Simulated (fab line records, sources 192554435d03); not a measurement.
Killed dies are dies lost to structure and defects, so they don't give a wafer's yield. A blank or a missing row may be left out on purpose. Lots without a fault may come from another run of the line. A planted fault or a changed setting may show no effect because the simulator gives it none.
Which tool did it? | flow n5_finfet | 15 lots, 45 wafers sampled, at 1 step of a route of 1938

WHAT THE GAUGES READ, wafer by wafer
N5_SDB_THK_MEAS_31.
lot  | measured    | on            | SDB_THK (nm)
L299 | day 3 22:06 | film_metro-01 | 64.9 63.4 64.5
L300 | day 4 04:01 | film_metro-02 | 64.2 64.4 64.1
L302 | day 4 16:43 | film_metro-02 | 65.4 65.6 64.0
L303 | day 4 21:37 | film_metro-02 | 64.8 66.3 65.5
L304 | day 5 06:01 | film_metro-01 | 65.2 65.5 66.3
L305 | day 5 09:45 | film_metro-02 | 62.7 65.0 65.1
L307 | day 6 02:09 | film_metro-01 | 64.2 65.9 63.6
L315 | day 7 21:14 | film_metro-02 | 65.3 66.0 62.5
L316 | day 8 05:25 | film_metro-02 | 63.6 64.5 65.9
L317 | day 8 09:25 | film_metro-01 | 66.3 63.9 62.5
L318 | day 8 17:04 | film_metro-02 | 64.7 65.0 63.3
L319 | day 8 23:51 | film_metro-01 | 64.7 65.6 65.5
L320 | day 9 04:18 | film_metro-01 | 66.7 63.0 64.8
L321 | day 9 10:43 | film_metro-02 | 64.2 63.5 64.5
L322 | day 9 15:29 | film_metro-02 | 64.9 62.1 65.3

WHICH TOOL RAN EACH LOT (tool, then ch and the chambers of the sampled wafers, then the start)
The record holds no process step before these readings.

WHAT THE TOOLS THEMSELVES READ (means of the sampled wafers that have a number; where no wafer has one, the mark that the record gives instead)
The record holds no such reading with a usual standard deviation.

THE ANSWER, worked out from the rows above alone
Rule: what is usual is taken from the lots themselves. Put in order of their means at a reading, lots are off if they are a third of the lots or fewer, leave a main group of 4 or more, and stand apart from it by a gap of 3 or more times the standard deviation of the main group's means; of several such gaps the widest counts. A main group whose means are all the same, to the digits that the tables above print for the reading, isn't used. A lot without any number at a reading at which 4 lots or more have one is off too. The other lots that the step has rows for count as sound. The gauges are gone through in route order, then the tools' own readings, and for those a lot's mean is taken as printed above. The first step at which some lot is off is used, and at that step the reading that is off furthest; a lot without a number counts as furthest.
No lot is off at any reading shown: from this, nothing can be told.

WHAT THE SIMULATOR HAD PUT IN
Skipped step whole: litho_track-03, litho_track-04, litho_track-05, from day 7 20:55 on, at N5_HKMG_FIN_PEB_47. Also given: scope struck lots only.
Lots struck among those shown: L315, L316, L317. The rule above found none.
